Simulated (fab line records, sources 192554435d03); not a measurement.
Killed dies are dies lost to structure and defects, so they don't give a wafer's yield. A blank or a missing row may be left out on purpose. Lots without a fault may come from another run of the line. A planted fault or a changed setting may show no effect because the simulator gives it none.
Chamber matching | flow n5_finfet | N5_FIN_SAQP_PECVD_06 on pecvd-03: 3 sister chambers
The step deposits a-Si from SiH4/He, target thk 60 nm, time 48.1 s. 3 wafers are shown with their chamber, then 8 later ones without.

WAFERS WITH THEIR CHAMBER
wafer  | chamber | throttle_valve_pct (%)
L092.2 | 1       | 20.9
L092.5 | 2       | 16.9
L094.2 | 0       | 18.7

WAFERS WITHOUT THEIR CHAMBER
wafer  | throttle_valve_pct (%)
L094.5 | 20.8
L094.6 | 16.7
L096.1 | 18.9
L096.2 | 21.0
L096.6 | 18.4
L097.1 | 21.0
L097.3 | 18.9
L097.5 | 18.7

WHICH CHAMBER EACH WENT THROUGH
wafer  | from the rows above | in truth
L094.5 | 1                   | 1
L094.6 | 2                   | 2
L096.1 | 0                   | 0
L096.2 | 1                   | 1
L096.6 | 0                   | 0
L097.1 | 1                   | 1
L097.3 | 0                   | 0
L097.5 | 0                   | 0
Placed correctly: 8 of 8. Can't be placed from these rows: 0. Placed wrongly: 0.
How it was worked out, from the rows above alone: a wafer's distance from a chamber is the root of the sum, over the readings, of the square of ((its reading less the chamber's mean) divided by the reading's scatter). The wafer belongs to the nearest chamber; if the next one is less than 2 further off, it can't be placed. A chamber's mean is the mean of its shown wafers. The scatter: with one shown wafer a chamber, the root of the mean of the squares of how far each hidden wafer lies from its nearest shown one.
